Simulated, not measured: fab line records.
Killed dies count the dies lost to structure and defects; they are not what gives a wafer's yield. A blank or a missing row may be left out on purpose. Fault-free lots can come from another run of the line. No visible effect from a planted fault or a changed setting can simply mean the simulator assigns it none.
Chamber matching ; flow nand_harc ; NHARC_A_CHANNEL_FILL_D1_ETCHBACK_19 on rie_si-02: 4 sister chambers
The step etches the open film in HBr/Cl2, target depth 5 nm, time 1.7 s. 4 wafers are shown with their chamber, then 7 later ones without.

== WAFERS, EACH WITH ITS CHAMBER ==
wafer;chamber;oes_product_au (a.u.)
L087.4;3;1.001
L087.5;0;1.005
L087.1;2;1.012
L087.2;1;1.008

== WAFERS WITHOUT THEIR CHAMBER ==
wafer;oes_product_au (a.u.)
L087.6;1.010
L089.2;1.013
L089.5;1.007
L089.6;1.013
L093.3;1.026
L093.4;1.008
L093.5;1.027

== THE CHAMBER EACH PASSED THROUGH ==
wafer;from the rows above;in truth
L087.6;can't be placed: 1 or 2 or 0 or 3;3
L089.2;can't be placed: 2 or 1 or 0 or 3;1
L089.5;can't be placed: 1 or 0 or 2 or 3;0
L089.6;can't be placed: 2 or 1 or 0 or 3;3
L093.3;can't be placed: 2 or 1 or 0 or 3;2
L093.4;can't be placed: 1 or 0 or 2 or 3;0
L093.5;can't be placed: 2 or 1 or 0 or 3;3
0 of 7 placed correctly. Unplaceable from these rows: 7, with the true chamber sitting among the candidates in 7. 0 placed wrongly.
How it was worked out, from the rows above alone: a wafer's distance from a chamber is the root of the sum, over the readings, of the square of ((its reading less the chamber's mean) divided by the reading's scatter). If the next closest chamber is less than 2 further off than the closest, the wafer can't be placed; otherwise it belongs to the closest. A chamber's mean is the mean of its shown wafers. The scatter (one wafer shown for each chamber): square how far every hidden wafer sits from the nearest shown wafer, average those squares and take the square root.
